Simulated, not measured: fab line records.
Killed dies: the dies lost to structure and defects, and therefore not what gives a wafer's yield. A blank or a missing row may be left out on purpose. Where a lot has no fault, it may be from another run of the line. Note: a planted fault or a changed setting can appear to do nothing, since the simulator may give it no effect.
A lot that was struck, set against a sound lot    flow nand-harc    15 out of 1159 route steps
Sound: the wafers L893.3, L893.4, L893.6. Wafers L898.3, L898.5, L898.6 were the ones struck. The cause comes at the end.
Each step with rows lists, per side, the tool, then ch with its chambers, then its first start. Under that, the readings that differ: sound wafers    struck wafers    difference of the means    sigmas: that difference in standard deviations of wafers without a fault.
alike: readings with means less than 2 such deviations apart, plus words and numbers identical on both sides. not compared: withheld readings, readings lacking a value on some wafer, bounds such as >300 that could conceal the same value, and numbers that have no deviation in the record and whose values overlap.
The two part at a step that has a row with sigmas, a row that says differs or no value, or rows on one side only. Numbers that have no deviation but don't overlap get no sigmas and don't part them. A reading that every wafer of one side lacks parts them only if that side has two wafers or more.

NHARC_A_CONTACT_OVL_MEAS_09:
  sound on overlay-01, day 19 01:56; struck on overlay-01, day 19 20:08
  alike: overlay-x-nm, overlay-y-nm
NHARC_A_CONTACT_INSPECT_10:
  sound on defect-inspect-01, day 19 01:59; struck on defect-inspect-01, day 19 20:11
  alike: raw-defect-count
then, 1 step without rows for these wafers: NHARC_A_CONTACT_DESCUM_13 (chemistry O2, time 3 s).
NHARC_A_CONTACT_ETCH_88: etches the open film in CF4, target depth 39 nm, time 65 s.
  sound on rie-diel-11 ch 0,2, day 19 02:11; struck on rie-diel-11 ch 1,2, day 19 20:20
  alike: bias-w, cf4-flow-sccm, drypump-motor-current-A, oes-product-au, rf-vpp-V, showerhead-plenum-p-Torr, throttle-valve-pct
  not compared: rf-hours-counter-h
then, 1 step without rows for these wafers: NHARC_A_CONTACT_ETCH_89 (etches the open film in N2/H2, target depth 260 nm, time 475.3 s).
NHARC_A_CONTACT_ETCH_30: etches the open film in CF4/CHF3, target depth 60.5 nm, time 30.2 s.
  sound: rie-diel-11 ch 0,1,2; struck: rie-diel-11 ch 1,2,3
  alike: bias-w, cf4-flow-sccm, drypump-motor-current-A, oes-product-au, rf-vpp-V, showerhead-plenum-p-Torr, throttle-valve-pct
  not compared: rf-hours-counter-h
NHARC_A_CONTACT_ETCH_31: etches the open film in O2/COS, target depth 2000 nm, time 520 s.
  sound: rie-diel-11 ch 0,1; struck: rie-diel-11 ch 2,3
  alike: bias-w, chamber-pressure-mTorr, drypump-motor-current-A, oes-product-au, rf-vpp-V, showerhead-plenum-p-Torr, throttle-valve-pct
  not compared: rf-hours-counter-h
then, 2 steps without rows for these wafers: NHARC_A_CONTACT_ETCH_134 (etches the open film in C4F8/O2/Ar, time 140 s, target depth 700 nm); NHARC_A_CONTACT_ETCH_135 (etches the open film in C4F8/O2/Ar, time 132 s, target depth 1287 nm).
NHARC_A_CONTACT_ETCH_136: etches the open film in C4F8/O2/Ar, time 132 s, target depth 1287 nm.
  sound on har-cap-etch-03 ch 0,1, day 19 03:26; struck on har-cap-etch-02 ch 0,1, day 19 21:37
  alike: chamber-pressure-mTorr, oes-air-line-au
  not compared: rf-hours-counter-h
NHARC_A_CONTACT_ETCH_137: etches the open film in C4F8/O2/Ar, time 132 s, target depth 1287 nm.
  sound on har-cap-etch-03 ch 0,1, day 19 03:34; struck on har-cap-etch-02 ch 0,1, day 19 21:44
  alike: chamber-pressure-mTorr, oes-air-line-au
  not compared: rf-hours-counter-h
then, 1 step without rows for these wafers: NHARC_A_CONTACT_ETCH_138 (etches the open film in C4F8/O2/Ar, time 132 s, target depth 1289 nm).
NHARC_A_CONTACT_ETCH_139: etches the open film in C4F8/O2/Ar, time 137 s, target depth 590 nm.
  sound on har-cap-etch-03 ch 0,1, day 19 03:50; struck on har-cap-etch-02 ch 0,1, day 19 22:02
  no value came back on the struck wafers for chamber-pressure-mTorr (mTorr), oes-air-line-au (a.u.), time-s (s); on the sound wafers chamber-pressure-mTorr (mTorr) reads 20.001 19.992 20.010
  not compared: rf-hours-counter-h
then, 1 step without rows for these wafers: NHARC_A_CONTACT_ETCH_92 (etches the open film in CH3F/O2, target depth 40 nm, time 85.7 s).
-- the record jumps here: 2 days lie between the struck wafers' starts before and after (it left off in module A_CONTACT and takes up again in module END, whose first step shown is number 1159 of the route) --
NHARC_END_SORT_01:
  the record has rows for the struck wafers here (prober-01 ch 0, day 22 08:25) and none for the sound ones

## WHERE THEY PART
At NHARC_A_CONTACT_ETCH_139 first; at NHARC_END_SORT_01 last (within this record only).

WHY: what had been put in by the simulator
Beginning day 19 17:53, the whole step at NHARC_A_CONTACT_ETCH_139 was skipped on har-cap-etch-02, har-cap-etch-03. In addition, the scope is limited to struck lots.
